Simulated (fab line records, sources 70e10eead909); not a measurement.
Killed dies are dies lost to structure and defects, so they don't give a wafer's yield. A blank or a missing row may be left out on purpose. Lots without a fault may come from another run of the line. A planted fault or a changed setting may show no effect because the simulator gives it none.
Which tool did it? | flow nand_harc | 6 lots, 18 wafers sampled, at 2 steps of a route of 1302

WHAT THE GAUGES READ, wafer by wafer
NHARC_THIN_TSV_CD_MEAS_12: target cd 1000 nm.
lot  | measured     | on        | cd_nm (nm)
L497 | day 24 10:02 | cd_sem-01 | 999.7 1000.6 1000.1
L499 | day 24 16:02 | cd_sem-01 | 1000.4 1001.4 1001.1
L508 | day 27 20:57 | cd_sem-02 | 1001.4 999.0 999.0
L513 | day 30 07:13 | cd_sem-03 | 998.5 1000.7 998.6
L516 | day 32 05:59 | cd_sem-02 | 1000.8 996.7 997.3
L518 | day 32 15:48 | cd_sem-01 | 1001.3 999.0 1003.7

WHICH TOOL RAN EACH LOT (tool, then ch and the chambers of the sampled wafers, then the start)
lot  | NHARC_A_CHANNEL_FILL_D1_CVD_05
L497 | lpcvd_poly-01 ch 0, day 10 08:19
L499 | lpcvd_poly-03 ch 0, day 10 23:55
L508 | lpcvd_poly-03 ch 0, day 14 13:49
L513 | lpcvd_poly-01 ch 0, day 17 04:40
L516 | lpcvd_poly-03 ch 0, day 18 19:22
L518 | lpcvd_poly-03 ch 0, day 19 07:21
- NHARC_A_CHANNEL_FILL_D1_CVD_05: deposits poly-Si, target thk 5 nm.

THE ANSWER, worked out from the rows above alone
Rule: what is usual is taken from the lots themselves. Put in order of their means at a reading, lots are off if they are a third of the lots or fewer, leave a main group of 4 or more, and stand apart from it by a gap of 3 or more times the standard deviation of the main group's means; of several such gaps the widest counts. A main group whose means are all the same, to the digits that the tables above print for the reading, isn't used. A lot without any number at a reading at which 4 lots or more have one is off too. The other lots that the step has rows for count as sound.
No lot is off at any reading shown: from this, nothing can be told.

WHAT THE SIMULATOR HAD PUT IN
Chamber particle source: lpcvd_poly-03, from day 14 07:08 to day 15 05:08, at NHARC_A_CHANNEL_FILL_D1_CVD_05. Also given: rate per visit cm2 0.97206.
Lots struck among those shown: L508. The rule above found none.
